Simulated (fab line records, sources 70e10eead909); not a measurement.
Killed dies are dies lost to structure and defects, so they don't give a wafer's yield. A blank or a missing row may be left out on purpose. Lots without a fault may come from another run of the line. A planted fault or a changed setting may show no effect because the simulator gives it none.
Chamber matching | flow nand_harc | NHARC_P_GATE_DESCUM_93 on rie_diel-11: 4 sister chambers
The step chemistry O2, time 3 s. 4 wafers are shown with their chamber, then 9 later ones without.

WAFERS WITH THEIR CHAMBER
wafer  | chamber | drypump_motor_current_A (A)
L078.6 | 2       | 5.9
L091.1 | 1       | 4.9
L091.2 | 0       | 5.1
L091.4 | 3       | 6.1

WAFERS WITHOUT THEIR CHAMBER
wafer  | drypump_motor_current_A (A)
L092.2 | 5.1
L092.4 | 5.0
L092.6 | 5.9
L093.1 | 5.9
L093.2 | 5.1
L093.5 | 6.0
L097.2 | 5.9
L097.4 | 5.1
L097.6 | 5.1

WHICH CHAMBER EACH WENT THROUGH
wafer  | from the rows above     | in truth
L092.2 | 0                       | 0
L092.4 | can't be placed: 0 or 1 | 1
L092.6 | 2                       | 2
L093.1 | 2                       | 2
L093.2 | 0                       | 0
L093.5 | can't be placed: 2 or 3 | 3
L097.2 | 2                       | 2
L097.4 | 0                       | 0
L097.6 | 0                       | 0
Placed correctly: 7 of 9. Can't be placed from these rows: 2 (the true chamber is among the candidates in 2). Placed wrongly: 0.
How it was worked out, from the rows above alone: a wafer's distance from a chamber is the root of the sum, over the readings, of the square of ((its reading less the chamber's mean) divided by the reading's scatter). The wafer belongs to the nearest chamber; if the next one is less than 2 further off, it can't be placed. A chamber's mean is the mean of its shown wafers. The scatter: with one shown wafer a chamber, the root of the mean of the squares of how far each hidden wafer lies from its nearest shown one.
